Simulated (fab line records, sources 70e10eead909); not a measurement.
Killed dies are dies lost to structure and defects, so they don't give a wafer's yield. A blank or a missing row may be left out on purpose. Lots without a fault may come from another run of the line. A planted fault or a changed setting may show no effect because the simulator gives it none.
Chamber matching | flow nand_harc | NHARC_A_STAIRCASE_TRIM_187 on rie_diel-13: 4 sister chambers
The step chemistry O2, time 211.2 s. 4 wafers are shown with their chamber, then 9 later ones without.

WAFERS WITH THEIR CHAMBER
wafer  | chamber | drypump_motor_current_A (A)
L084.6 | 0       | 5.2
L089.1 | 1       | 5.9
L089.4 | 3       | 5.9
L089.5 | 2       | 5.6

WAFERS WITHOUT THEIR CHAMBER
wafer  | drypump_motor_current_A (A)
L093.1 | 5.6
L093.5 | 5.9
L093.6 | 5.3
L092.1 | 6.0
L092.2 | 5.6
L092.5 | 5.6
L094.1 | 5.5
L094.2 | 5.9
L094.5 | 5.3

WHICH CHAMBER EACH WENT THROUGH
wafer  | from the rows above     | in truth
L093.1 | 2                       | 2
L093.5 | can't be placed: 1 or 3 | 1
L093.6 | 0                       | 0
L092.1 | can't be placed: 1 or 3 | 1
L092.2 | 2                       | 2
L092.5 | 2                       | 2
L094.1 | 2                       | 2
L094.2 | can't be placed: 1 or 3 | 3
L094.5 | 0                       | 0
Placed correctly: 6 of 9. Can't be placed from these rows: 3 (the true chamber is among the candidates in 3). Placed wrongly: 0.
How it was worked out, from the rows above alone: a wafer's distance from a chamber is the root of the sum, over the readings, of the square of ((its reading less the chamber's mean) divided by the reading's scatter). The wafer belongs to the nearest chamber; if the next one is less than 2 further off, it can't be placed. A chamber's mean is the mean of its shown wafers. The scatter: with one shown wafer a chamber, the root of the mean of the squares of how far each hidden wafer lies from its nearest shown one.
